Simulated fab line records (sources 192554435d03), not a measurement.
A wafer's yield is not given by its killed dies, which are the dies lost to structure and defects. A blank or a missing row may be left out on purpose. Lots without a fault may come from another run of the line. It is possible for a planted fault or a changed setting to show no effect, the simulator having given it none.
Struck lot and sound lot, side by side	flow n5 finfet	14 out of 1938 route steps
Sound: the wafers L667.4, L667.5, L667.6. Struck: wafer L670.2 (L670.1, L670.3, from the same lot, were not struck and are left out); the cause is given at the end.
Each step with rows lists, per side, the tool, then ch with its chambers, then its first start. Under that, the readings that differ: sound wafers	struck wafers	difference of the means	sigmas: that difference in standard deviations of wafers without a fault.
alike: words and numbers the same on both sides, and readings whose means are apart by under 2 such deviations; not compared: readings that were withheld, readings missing a value for some wafer, numbers with overlapping values and no deviation given by the record, and bounds like >300 which may hide the same value.
A row with sigmas, a row that says differs or no value, or rows on one side alone: a step with any of these is where the two part. Numbers that have no deviation but don't overlap get no sigmas and don't part them. A reading that every wafer of one side lacks parts them only if that side has two wafers or more.

first, 8 steps without rows for these wafers: N5_MIM_TOP_LITHO_HMDS_01 (time 60 s); N5_MIM_TOP_LITHO_COAT_02; N5_MIM_TOP_LITHO_EBR_04; N5_MIM_TOP_LITHO_SOFTBAKE_03 (time 90 s); N5_MIM_TOP_LITHO_EXPOSE_05 (exposes mask MIM TOP, target cd 2000 nm); N5_MIM_TOP_LITHO_PEB_06; N5_MIM_TOP_LITHO_DEVELOP_07 (develop time 60 s); N5_MIM_TOP_LITHO_HARDBAKE_09 (time 120 s).
N5_MIM_TOP_LITHO_CD_MEAS_08: target cd 2000 nm.
  sound on cd sem-03 ch 0, day 11 22:50; struck on cd sem-03 ch 0, day 13 00:26
  alike: cd nm
N5_MIM_TOP_LITHO_OVL_MEAS_11:
  sound on overlay-02 ch 0, day 11 22:52; struck on overlay-02 ch 0, day 13 00:28
reading	sound	struck	difference	sigmas
MIM_TOP_OVL (nm)	-3 -11 -16	8	+18	+3
N5_MIM_TOP_LITHO_INSPECT_12: inspects for defects (macro).
  struck on defect inspect-01, day 13 00:29; sound on defect inspect-02, day 11 22:53
  alike: raw defect count
N5_MIM_TOP_LITHO_DESCUM_10: chemistry O2, time 7.9 s.
  sound on rie diel-03 ch 0,1,2, day 11 22:56; struck on rie diel-06 ch 2, day 13 00:32
  alike: chamber pressure mTorr, drypump motor current A, oes product au, rf vpp V, showerhead plenum p Torr, throttle valve pct
  not compared: rf hours counter h
N5_MIM_TOP_ETCH_ETCH_00: etches TiN in Cl2/BCl3, target depth 38.5 nm.
  sound on rie metal-03 ch 0,1, day 11 23:04; struck on rie metal-03 ch 0, day 13 00:37
reading	sound	struck	difference	sigmas
chamber pressure mTorr (mTorr)	10.015 10.003 10.001	9.977	-0.029	-3
oes product au (a.u.)	0.90 0.90 0.92	1.26	+0.35	+5
rf hours counter h (h)	- - -	6	no value on the sound wafers	
throttle valve pct (%)	22.78 22.78 22.19	22.17	-0.41	-2
model.etch.depth nm (nm)	38.21 38.32 38.97	64.93	+26.43	
model.MIM_TOP_ETCH.feature depth nm (nm)	38.2 38.4 39	65	+26	
  alike: drypump motor current A, oes_ar_750_au
  not compared: model.coat_of_MIM_TOP_LITHO_COAT_02.thk nm
N5_MIM_TOP_ETCH_STRIP_01: strips in O2.
  sound on rie diel-05 ch 1,2,3, day 11 23:19; struck on rie diel-01 ch 0, day 13 00:46
reading	sound	struck	difference	sigmas
rf vpp V (V)	1.9 1.6 1.8	6.6	+4.8	+3
  alike: chamber pressure mTorr, drypump motor current A, oes product au, showerhead plenum p Torr, throttle valve pct
  not compared: rf hours counter h

## WHERE THEY PART
Earliest at N5_MIM_TOP_LITHO_OVL_MEAS_11; latest, in this record, at N5_MIM_TOP_ETCH_STRIP_01.

WHY: what the simulator had put in
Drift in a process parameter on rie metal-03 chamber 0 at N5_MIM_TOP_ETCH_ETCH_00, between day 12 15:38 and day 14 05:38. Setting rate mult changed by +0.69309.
